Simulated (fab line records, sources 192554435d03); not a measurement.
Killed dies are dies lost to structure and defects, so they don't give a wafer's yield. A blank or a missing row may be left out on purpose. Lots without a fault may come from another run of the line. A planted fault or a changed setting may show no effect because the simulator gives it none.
Split-lot experiment | flow n5_finfet | 7 lots, 39 wafers read, on a route of 1938 steps

THE SPLIT
At N5_FIN_SAQP_HM_DEP_72 (deposits SiO2 from SiH4/N2O, target thk 12 nm, time 7.2 s), the setting target_thk_a was moved away from the recipe's 120 angstrom on 9 of the 39 wafers read, by -36.1% to +20.4%. The other wafers ran this setting at the recipe's value.

FROM THE SPLIT TO THE READING: what the file shows between them, 4 steps
- N5_FIN_SAQP_COAT_49: time 60 s, resist thk 100 nm
- N5_FIN_SAQP_COAT_50: time 60 s, resist thk 35 nm
- N5_FIN_SAQP_ETCH_52: etches SOC in N2/H2, target depth 100 nm, overetch 20 nm, time 150 s
- N5_FIN_SAQP_STRIP_53: strips in N2/H2

THE READING
etch.depth_nm (the simulator's own value, which no gauge read), in nm, at N5_FIN_SAQP_HM_OPEN_73 (chemistry CHF3/O2, target SiO2, stops on a-Si, target depth 12 nm, time 16.8 s). The file gives no usual value for it. The 30 wafers here that ran the recipe average 11.955 nm, standard deviation 0.21 nm.

wafer  | tool, chamber at the split | target_thk_a as run, angstrom | against the recipe | etch.depth_nm, nm | against lot-mates on the recipe
L074.1 | pecvd-02, 0                | 120                           | recipe             | 11.9              | -
L074.2 | pecvd-02, 1                | 93.86                         | -21.8%             | 9.555             | -2.585
L074.3 | pecvd-02, 2                | 93.86                         | -21.8%             | 9.41              | -2.730
L074.4 | pecvd-02, 2                | 120                           | recipe             | 12.13             | -
L074.5 | pecvd-02, 1                | 120                           | recipe             | 12.39             | -
L074.6 | pecvd-02, 0                | 93.86                         | -21.8%             | 9.601             | -2.539
L078.1 | pecvd-01, 1                | 120                           | recipe             | 11.72             | -
L078.2 | pecvd-01, 0                | 120                           | recipe             | 11.29             | -
L078.3 | pecvd-01, 0                | 120                           | recipe             | 11.65             | -
L078.4 | pecvd-01, 1                | 120                           | recipe             | 11.82             | -
L078.5 | pecvd-01, 0                | 120                           | recipe             | 11.69             | -
L078.6 | pecvd-01, 1                | 120                           | recipe             | 11.68             | -
L085.1 | pecvd-01, 0                | 120                           | recipe             | 11.96             | -
L085.2 | pecvd-01, 1                | 120                           | recipe             | 11.99             | -
L085.3 | pecvd-01, 2                | 120                           | recipe             | 12.04             | -
L085.4 | pecvd-01, 2                | 120                           | recipe             | 12.11             | -
L085.5 | pecvd-01, 0,1              | 120                           | recipe             | 12.06             | -
L085.6 | pecvd-01, 0,1              | 120                           | recipe             | 12.06             | -
L086.2 | pecvd-02, 1                | 120                           | recipe             | 11.97             | -
L086.4 | pecvd-02, 0                | 120                           | recipe             | 12.28             | -
L086.6 | pecvd-02, 2                | 120                           | recipe             | 12.12             | -
L088.1 | pecvd-03, 2                | 120                           | recipe             | 11.88             | -
L088.2 | pecvd-03, 1                | 120                           | recipe             | 11.99             | -
L088.3 | pecvd-03, 0                | 120                           | recipe             | 11.93             | -
L088.4 | pecvd-03, 0                | 120                           | recipe             | 11.95             | -
L088.5 | pecvd-03, 2                | 120                           | recipe             | 11.94             | -
L088.6 | pecvd-03, 1                | 120                           | recipe             | 12.21             | -
L093.1 | pecvd-02, 2                | 120                           | recipe             | 11.84             | -
L093.2 | pecvd-02, 1                | 144.5                         | +20.4%             | 14.43             | +2.400
L093.3 | pecvd-02, 0                | 144.5                         | +20.4%             | 14.32             | +2.290
L093.4 | pecvd-02, 2                | 120                           | recipe             | 12.19             | -
L093.5 | pecvd-02, 1                | 120                           | recipe             | 12.06             | -
L093.6 | pecvd-02, 0                | 144.5                         | +20.4%             | 14.37             | +2.340
L096.1 | pecvd-01, 1                | 120                           | recipe             | 11.74             | -
L096.2 | pecvd-01, 0                | 76.72                         | -36.1%             | 7.188             | -4.745
L096.3 | pecvd-01, 2                | 76.72                         | -36.1%             | 7.537             | -4.396
L096.4 | pecvd-01, 0                | 76.72                         | -36.1%             | 7.442             | -4.491
L096.5 | pecvd-01, 1                | 120                           | recipe             | 11.99             | -
L096.6 | pecvd-01, 2                | 120                           | recipe             | 12.07             | -
Where a row lists several chambers, the file gives one row for several wafers and doesn't say which wafer went through which chamber.

THE FIT
A straight line over all 39 wafers: etch.depth_nm changes by +0.122 nm for each +1% of target_thk_a; r = +0.99; the points scatter about the line by 0.22 nm.
The same after taking each lot's own level away (the mean of its wafers on the recipe; 39 wafers): +0.122 nm for each +1%; r = +1.00; scatter 0.14 nm.
On that fit, the largest move of target_thk_a shifts the reading by 4.4 nm.
The lots' own levels span 11.6417 to 12.1400 nm, that is 2.3 times the standard deviation above.
So the lot-to-lot level changes the slope little: the two slopes agree.
Check: with one of the wafers moved furthest among these (-36.1%) left out of the fit, the line predicts -4.35 nm for it against its lot-mates. It came out at -4.75 nm against them.

OTHER SPLITS ON THESE WAFERS
These wafers also went through other splits before the reading. Each is held against what the fit with the lots' levels taken away leaves over:
other split on the same wafers | wafers away from the commonest value | r with etch.depth_nm (lot level and that fit taken away)
N5_ZERO_LAYER_PECVD_02 time_s  | 18                                   | +0.20

THE WHOLE CHAIN: every reading that the file lists as answering this split, in the file's order
step                   | what it does                                                                   | reading                                                                            | change (the file's fit)               | r (the file's)
N5_FIN_SAQP_HM_DEP_72  | deposits SiO2 from SiH4/N2O, target thk 12 nm, time 7.2 s                      | SiO2_of_FIN_SAQP_HM_DEP_72.thk_nm (the simulator's own value, which no gauge read) | +0.123 nm for each +1% of the setting | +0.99
N5_FIN_SAQP_HM_OPEN_73 | chemistry CHF3/O2, target SiO2, stops on a-Si, target depth 12 nm, time 16.8 s | etch.depth_nm (the simulator's own value, which no gauge read)                     | +0.123 nm for each +1% of the setting | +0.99

THE FILE'S OWN FIT
etch.depth_nm changes by +0.123 nm for each +1% of target_thk_a, r = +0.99.
